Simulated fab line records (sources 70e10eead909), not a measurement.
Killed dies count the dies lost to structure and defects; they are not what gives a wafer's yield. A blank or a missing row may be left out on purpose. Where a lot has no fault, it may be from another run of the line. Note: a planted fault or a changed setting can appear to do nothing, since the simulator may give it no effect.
fab line records -- flow nandHarc
record lots=6, wafers=17, lastDay=24
route steps=1159 shown P_CONTACT@235 END@1159
lots that met no fault: from a run of the same line without faults
startH: the number of hours between the record's first day and the start of the first shown wafer of the lot -- waitH: hours since the lot's step before -- " same as the row above -- L1.1+2: several wafers, shown together as one row -- - value missing, or start not given -- * or withheld: withheld -- < > ~ a bound
route shown NAME@n: a module of which the file shows steps, and the number in the route of the first -- usual: mean/standard deviation taken from wafers without a fault -- same: alike in all rows -- chamber/n: place in a boat -- sites: each site's reading -- _std_site: standard deviation of those values -- _edge_site: outer sites' mean less inner sites' -- radiusMm: how far each site lies from the wafer's centre -- mask NAME#n: copy n -- behind: the most recent tool/chamber to have shaped the wafer -- hold: cause of the lot's hold/its duration in hours/its outcome -- device: the n, p or np transistor that did not switch -- end of line: the same wafers' tests at the end of the route -- for a step that has no rows: nothing shown but its recipe -- killed: dies that structure and defects cost at the first sort, which is not the same as the wafer's yield -- map: the dies of a wafer, with x for killed, . for not killed, _ for no die there
set.NAME: the setting as run; set.NAME@STEP: as run at that earlier step -- model.NAME: the simulator's own value behind a step, which no gauge read
a table for each step, a row for each wafer; lots at some steps of the route
services: from which hour (startH, from the record's first day; less than 0 if before it) a tool's chamber was out of use, for how many hours, and why
## steps
# step NHARC_P_CONTACT_DESCUM_17
# recipe timeS=3, o2FlowSccm=200, arFlowSccm=0, biasPowerW=0, chemistry=O2
# usual drypumpMotorCurrentA=5.89/0.3, oesProductAu=0.998/0.011, rfVppV=58.0/1, showerheadPlenumPTorr=1.96/0.08, throttleValvePct=11.311/0.0087
lot.wafer,tool,chamber,startH,waitH,drypumpMotorCurrentA,oesProductAu,rfHoursCounterH,rfVppV,showerheadPlenumPTorr,throttleValvePct
L531.4,rieDiel-13,3,120.69,0.1,6.15,1.011,2,57.6,2.06,11.316
L531.1,rieDiel-13,1,120.69,0.1,5.75,0.985,1,58.5,2.04,11.323
L531.5,rieDiel-13,2,120.69,0.1,5.68,0.986,-,57.5,1.90,11.311
L536.4,rieDiel-02,0,148.06,0.1,5.79,0.998,14,59.7,2.05,11.311
L536.3,rieDiel-02,2,148.06,0.1,5.73,0.997,13,58.5,1.86,11.333
L536.6,rieDiel-02,3,148.06,0.1,6.08,1.011,-,58.7,2.03,11.310
L542.4,rieDiel-13,0,187.94,0.1,5.65,1.014,9,55.9,1.87,11.317
L542.2,rieDiel-13,1,187.94,0.1,5.67,0.982,9,57.7,2.03,11.309
L542.6,rieDiel-13,3,187.94,0.1,6.18,0.989,-,57.2,2.06,11.295
L543.2,rieDiel-07,3,198.85,0.1,6.43,1.008,47,59.6,1.99,11.331
L543.1,rieDiel-07,0,198.85,0.1,5.54,1.011,53,56.9,1.94,11.304
L544.2,rieDiel-02,2,204.76,0.1,5.71,0.990,5,58.3,1.86,11.306
L544.3,rieDiel-02,3,204.76,0.1,6.10,1.005,5,59.8,2.03,11.304
L544.1,rieDiel-02,0,204.76,0.1,5.81,0.992,5,58.3,2.04,11.317
L549.3,rieDiel-02,3,219.85,0.1,6.03,1.009,7,56.9,2.03,11.324
L549.5,rieDiel-02,1,219.85,0.1,6.40,1.001,-,56.6,1.87,11.302
L549.6,rieDiel-02,2,219.85,0.1,5.71,0.990,-,56.3,1.86,11.337
# step NHARC_P_CONTACT_ETCH_35
# recipe targetDepthA=390, overEtchFrac=0.3, timeS=65, ionEnergyEv=80, cf4FlowSccm=150, arFlowSccm=0, rfW=300, biasW=100, chemistry=CF4
# step NHARC_P_CONTACT_ETCH_36
# recipe targetDepthA=2600, overEtchFrac=0.25, timeS=406.25, ionEnergyEv=200, n2FlowSccm=150, h2FlowSccm=150, arFlowSccm=0, rfW=400, biasW=150, chemistry=N2/H2
# step NHARC_P_CONTACT_ETCH_18
# recipe targetDepthA=4810, timeS=240.5, c4f8FlowSccm=20, o2FlowSccm=10, arFlowSccm=withheld, rfW=600, biasW=1500, chemistry=C4F8/O2/Ar
# usual biasW=1500/4.2, oesProductAu=0.963/0.017, rfVppV=981/5.5
lot.wafer,tool,chamber,startH,waitH,biasW,oesProductAu,rfHoursCounterH,rfVppV
L531.4,rieDiel-13,2,-,-,1499,0.961,1,977
L531.1,rieDiel-13,3,-,-,1499,0.984,2,989
L531.5,rieDiel-13,2,-,-,1500,0.952,-,978
L536.3,rieDiel-02,1,-,-,1499,0.971,14,976
L536.4,rieDiel-02,2,-,-,1499,0.956,14,975
L536.6,rieDiel-02,0,-,-,1499,0.967,-,987
L542.2,rieDiel-13,0,-,-,1494,0.975,10,974
L542.4,rieDiel-13,2,-,-,1499,0.955,9,978
L542.6,rieDiel-13,0,-,-,1494,0.974,-,974
L543.2,rieDiel-07,1,-,-,1502,0.978,52,984
L543.1,rieDiel-07,0,-,-,1500,0.975,53,981
L544.3,rieDiel-02,2,-,-,1496,0.961,5,975
L544.1,rieDiel-02,0,-,-,1505,0.975,5,986
L544.2,rieDiel-02,1,-,-,1496,0.965,5,975
L549.3,rieDiel-02,1,-,-,1490,0.954,7,976
L549.5,rieDiel-02,1,-,-,1501,0.965,-,975
L549.6,rieDiel-02,2,-,-,1493,0.969,-,975
# step NHARC_P_CONTACT_STRIP_37
# recipe c4f8FlowSccm=withheld, o2FlowSccm=8, arFlowSccm=withheld, biasW=0, chemistry=C4F8/O2/Ar
# step NHARC_P_CONTACT_ETCH_31
# recipe targetDepthA=300, timeS=85.7, ionEnergyEv=120, overEtchFrac=1, ch3fFlowSccm=50, o2FlowSccm=30, arFlowSccm=200, rfW=500, biasW=100, chemistry=CH3F/O2
# step NHARC_P_CONTACT_CD_MEAS_19
# usual cdNm=89.9/1.9
lot.wafer,tool,chamber,startH,waitH,cdNm
L531.1,cdSem-03,-,121.55,-,92.1
L531.4,cdSem-03,-,121.55,-,92.1
L531.5,cdSem-03,-,121.55,-,89.8
L536.3,cdSem-02,-,148.93,-,90.9
L536.4,cdSem-02,-,148.93,-,89.7
L536.6,cdSem-02,-,148.93,-,88.9
L542.2,cdSem-01,-,188.80,-,91.7
L542.4,cdSem-01,-,188.80,-,91.4
L542.6,cdSem-01,-,188.80,-,91.3
L543.1,cdSem-02,-,199.72,-,91.9
L543.2,cdSem-02,-,199.72,-,87.7
L544.1,cdSem-03,-,205.73,-,90.9
L544.2,cdSem-03,-,205.73,-,89.5
L544.3,cdSem-03,-,205.73,-,90.1
L549.3,cdSem-01,-,220.71,-,90.7
L549.5,cdSem-01,-,220.71,-,86.5
L549.6,cdSem-01,-,220.71,-,88.9
# step NHARC_P_CONTACT_STRIP_28
# recipe o2FlowSccm=500, arFlowSccm=0, biasW=0, chemistry=O2
# usual drypumpMotorCurrentA=5.86/0.26, oesProductAu=0.999/0.011, rfVppV=58.0/0.92, showerheadPlenumPTorr=3.61/0.14, throttleValvePct=17.036/0.0092
# same biasW=0
lot.wafer,tool,chamber,startH,waitH,drypumpMotorCurrentA,oesProductAu,rfHoursCounterH,rfVppV,showerheadPlenumPTorr,throttleValvePct
L531.1,rieDiel-07,2,121.64,0.1,5.20,1.001,26,57.2,3.79,17.035
L531.4,rieDiel-07,3,121.64,0.1,6.45,0.999,18,58.4,3.68,17.032
L531.5,rieDiel-07,1,121.64,0.1,5.68,1.011,-,58.5,3.71,17.047
L536.4,rieDiel-02,3,149.00,0.1,6.05,1.004,10,58.3,3.72,17.028
L536.3,rieDiel-02,1,149.00,0.1,6.40,1.001,14,57.0,3.46,17.033
L536.6,rieDiel-02,3,149.00,0.1,6.07,1.010,-,58.9,3.72,17.062
L542.2,rieDiel-13,1,188.87,0.1,5.71,0.991,10,58.3,3.73,17.038
L542.4,rieDiel-13,2,188.87,0.1,5.75,0.996,9,57.2,3.51,17.045
L542.6,rieDiel-13,1,188.87,0.1,5.72,0.977,-,58.8,3.73,17.024
L543.1,rieDiel-13,0,199.81,0.1,5.66,1.015,10,58.0,3.45,17.036
L543.2,rieDiel-13,2,199.81,0.1,5.71,0.985,10,55.8,3.51,17.029
L544.1,rieDiel-02,2,205.81,0.1,5.73,1.013,5,58.6,3.44,17.030
L544.2,rieDiel-02,3,205.81,0.1,6.03,1.016,5,57.7,3.72,17.043
L544.3,rieDiel-02,1,205.81,0.1,6.41,1.015,5,56.2,3.46,17.043
L549.3,rieDiel-13,2,220.82,0.1,5.73,0.981,12,59.0,3.51,17.045
L549.5,rieDiel-13,3,220.82,0.1,6.18,1.005,-,57.7,3.77,17.044
L549.6,rieDiel-13,0,220.82,0.1,5.66,1.006,-,57.0,3.45,17.025
# step NHARC_P_CONTACT_STRIP_29
# recipe timeS=1200, tempC=72.5, chemistry=postEtchResidueRemover
# step NHARC_P_CONTACT_DEGAS_38
# recipe tempC=300, timeS=60
# step NHARC_P_CONTACT_PRE_CLEAN_39
# recipe timeS=19.5, biasV=250, gas=Ar
# step NHARC_P_CONTACT_PVD_32
# recipe targetThkA=50, chamberPressurePa=5, powerW=5000, substrateTempC=200, timeS=17.7, material=Ti
# usual throttleValvePct=29.9/1.1
lot.wafer,tool,chamber,startH,waitH,throttleValvePct
L531.1,pvdSputter-02,-,-,-,29.1
L531.4,pvdSputter-02,-,-,-,28.6
L531.5,pvdSputter-02,-,-,-,30.6
L536.3,pvdSputter-02,-,-,-,28.4
L536.4,pvdSputter-02,-,-,-,29.0
L536.6,pvdSputter-02,-,-,-,30.8
L542.2,pvdSputter-03,-,-,-,31.8
L542.4,pvdSputter-03,-,-,-,30.0
L542.6,pvdSputter-03,-,-,-,32.0
L543.2,pvdSputter-02,-,-,-,28.5
L543.1,pvdSputter-02,-,-,-,30.9
L544.2,pvdSputter-02,-,-,-,28.5
L544.3,pvdSputter-02,-,-,-,30.7
L544.1,pvdSputter-02,-,-,-,29.1
L549.3,pvdSputter-01,-,-,-,30.0
L549.6,pvdSputter-01,-,-,-,31.1
L549.5,pvdSputter-01,-,-,-,30.8
# step NHARC_P_CONTACT_ALD_22
# recipe targetThkA=30, pulseTimeS=1, aldCycles=150, tempC=450, material=TiN
# usual aldCycles=150/0, heaterPowerW=1145/130, precursorPulseHeightRel=1.000/0.019
lot.wafer,tool,chamber,startH,waitH,aldCycles,heaterPowerW,precursorPulseHeightRel,sinceWetCleanH
L531.1,aldMetal-04,2,122.50,-,150,1351,0.988,62
L531.4,aldMetal-04,3,122.50,-,150,1318,1.019,62
L531.5,aldMetal-04,2,122.50,-,150,1348,1.003,-
L536.3,aldMetal-02,1,149.95,-,150,1190,0.984,132
L536.4,aldMetal-02,0,149.95,-,150,1069,1.013,-
L536.6,aldMetal-02,1,149.95,-,150,1159,0.985,-
L542.2,aldMetal-04,2,189.89,-,150,1349,0.985,130
L542.4,aldMetal-04,3,189.89,-,145,1336,1.025,130
L542.6,aldMetal-04,3,189.89,-,150,1297,1.014,-
L543.1,aldMetal-04,0,200.70,-,145,1095,0.999,141
L543.2,aldMetal-04,1,200.70,-,150,993,0.993,141
L544.2,aldMetal-03,1,206.70,-,150,1223,0.992,53
L544.1,aldMetal-03,2,206.70,-,150,1073,1.013,53
L544.3,aldMetal-03,3,206.70,-,150,1094,0.994,53
L549.3,aldMetal-02,0,221.66,-,150,1076,1.008,26
L549.6,aldMetal-02,0,221.66,-,150,1067,0.974,-
L549.5,aldMetal-02,3,221.66,-,150,895,0.967,-
# step NHARC_P_CONTACT_CVD_23
# recipe targetThkA=2000, tempC=300, pressureTorr=40, wf6FlowSccm=40, h2FlowSccm=1600, arFlowSccm=1560, timeS=557, material=W
# usual heaterPowerW=491/47, mfcWf6Sccm=40.01/0.11, throttleValvePct=7.74/0.22
lot.wafer,tool,chamber,startH,waitH,heaterPowerW,mfcWf6Sccm,sinceWetCleanH,throttleValvePct
L531.1,cvdW-02,1,-,-,453,40.00,100,8.04
L531.4,cvdW-02,1,-,-,459,39.99,-,7.92
L531.5,cvdW-02,0,-,-,446,40.01,-,7.71
L536.3,cvdW-01,1,-,-,559,40.01,-,7.96
L536.4,cvdW-01,0,-,-,471,39.92,-,7.24
L536.6,cvdW-01,0,-,-,495,39.97,-,7.54
L542.2,cvdW-02,1,-,-,456,39.88,163,7.88
L542.4,cvdW-02,1,-,-,451,39.88,-,7.99
L542.6,cvdW-02,0,-,-,449,40.03,-,7.69
L543.2,cvdW-01,0,-,-,485,39.96,84,7.44
L543.1,cvdW-01,1,-,-,559,39.96,84,7.92
L544.2,cvdW-01,1,-,-,555,39.94,91,7.89
L544.1,cvdW-01,0,-,-,484,40.03,91,7.70
L544.3,cvdW-01,0,-,-,474,39.95,-,7.88
L549.3,cvdW-02,0,-,-,426,40.21,-,7.41
L549.5,cvdW-02,0,-,-,437,40.12,-,7.42
L549.6,cvdW-02,1,-,-,468,40.17,-,7.73
# step NHARC_END_SORT_01
# recipe tempC=25
# usual killedAtArray=25/9.5, killedAtOther=0.8/1.2, killedAtPeriphery=3.4/2.2, killedDies=29/10, killedOpen=3.3/1.8, killedShort=2.1/1.4
# same grossDies=677
lot.wafer,tool,chamber,startH,waitH,killedAtArray,killedAtOther,killedAtPeriphery,killedDies,killedOpen,killedShort
L536.3,prober-02,0,487.47,3.1,34,0,8,42,1,3
L536.4,prober-02,0,488.26,3.4,35,0,6,41,4,3
L536.6,prober-02,0,489.86,4.0,31,0,3,34,2,1
L542.2,prober-02,0,511.78,2.8,18,0,4,22,1,3
L542.4,prober-02,0,513.40,3.4,17,2,1,20,3,2
L542.6,prober-02,0,515.02,4.1,22,0,4,26,2,2
# killed by level:class
L536.3 A_SLIT:chamberFilmFlake=14 A_CHANNEL_HOLE_D1:chamberFilmFlake=11 A_CONTACT:chamberFilmFlake=4 P_ZERO_WELL:chamberFilmFlake=3 A_STAIRCASE:chamberFilmFlake=2 P_GATE:geometricParticle:open=1 P_M1:geometricParticle:short=1 A_CHANNEL_FILL_D1:geometricParticle:short=1
L536.4 A_CHANNEL_HOLE_D1:chamberFilmFlake=16 A_SLIT:chamberFilmFlake=7 A_WL_FILL:geometricParticle:short=3 P_GATE:chamberFilmFlake=2 A_SGD_CUT:chamberFilmFlake=2 A_CONTACT:chamberFilmFlake=2 P_GATE:geometricParticle:open=1 P_M0:geometricParticle:open=1
L536.6 A_SLIT:chamberFilmFlake=13 A_CHANNEL_HOLE_D1:chamberFilmFlake=10 A_SGD_CUT:chamberFilmFlake=4 P_M2:geometricParticle:open=2 A_CONTACT:chamberFilmFlake=2 A_CHANNEL_FILL_D1:geometricParticle:short=1 P_STI:chamberFilmFlake=1 A_ZERO_WELL:chamberFilmFlake=1
L542.2 A_SLIT:chamberFilmFlake=10 P_STI:chamberFilmFlake=2 P_GATE:chamberFilmFlake=2 A_CHANNEL_HOLE_D1:chamberFilmFlake=2 A_CONTACT:chamberFilmFlake=2 A_CHANNEL_HOLE_D1:geometricParticle:short=1 A_CHANNEL_FILL_D1:geometricParticle:open=1 A_CHANNEL_FILL_D1:geometricParticle:short=1
L542.4 A_SLIT:chamberFilmFlake=7 A_WL_FILL:geometricParticle:short=2 A_CONTACT:chamberFilmFlake=2 HYBRID_BOND:latent=2 A_CHANNEL_FILL_D1:geometricParticle:open=1 A_WL_FILL:geometricParticle:open=1 A_M1:geometricParticle:open=1 P_STI:chamberFilmFlake=1
L542.6 A_SLIT:chamberFilmFlake=13 P_M0:chamberFilmFlake=2 A_CHANNEL_HOLE_D1:chamberFilmFlake=2 A_STAIRCASE:chamberFilmFlake=2 A_CONTACT:chamberFilmFlake=2 P_M0:geometricParticle:open=1 A_ONON_D1:geometricParticle:short=1 A_CONTACT:geometricParticle:short=1
## services
tool,chamber,startH,hours,kind
rieDiel-13,-,99.00,9.0,pm
aldMetal-04,3,99.37,8.6,repair
cvdW-02,0,99.49,3.1,repair
pvdSputter-03,-,102.00,10.0,pm
rieDiel-02,0,105.44,-,clean
rieDiel-02,1,105.44,-,clean
rieDiel-07,3,112.13,6.7,repair
cvdW-01,-,115.67,13.0,pm
aldMetal-02,3,126.61,29.1,repair
aldMetal-03,-,144.00,10.0,pm
rieDiel-02,-,150.71,9.0,pm
pvdSputter-01,-,158.02,10.0,pm
aldMetal-02,-,186.00,10.0,pm
aldMetal-04,2,194.20,10.8,repair
cvdW-02,-,198.06,13.0,pm
rieDiel-13,3,200.90,8.6,repair
aldMetal-02,1,209.48,26.4,repair
pvdSputter-02,-,210.87,8.0,repair
cvdW-02,0,215.94,1.6,repair
pvdSputter-02,-,218.88,10.0,pm
rieDiel-02,3,222.69,4.1,repair
aldMetal-02,3,225.86,27.1,repair
aldMetal-04,-,228.16,10.0,pm
rieDiel-07,-,228.25,9.0,pm
## key
firstSign step=NHARC_P_CONTACT_ALD_22, reading=aldCycles, direction=down, sigmas=99+, usual=150, struck=145
effect none on later readings
metAt NHARC_P_CONTACT_ALD_22
struckWafers L542.4,L543.1
sortLeftOut L543.1
testerLeftOut L542,L543
onsetBetween 122.50 189.89
fault kind=processParameterDrift, tool=aldMetal-04, chamber=-, onsetH=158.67, steps=NHARC_P_CONTACT_ALD_22, channel=aldCycles, offset=-5, shape=step, endH=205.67, scope=struckWafersOnly, actsIn=theseRecipesOnly, stated=150
# testerLeftOut: of these lots the tester's yield and bins aren't shown, on N5 and GAA mostly nor the transistor test; their killed dies are dies lost to structure and defects alone, not to doping, threshold or leakage, so they don't give the yield
# sortLeftOut: the simulated sort isn't trusted on such a fault, so these wafers' sort isn't shown, and their yield isn't known
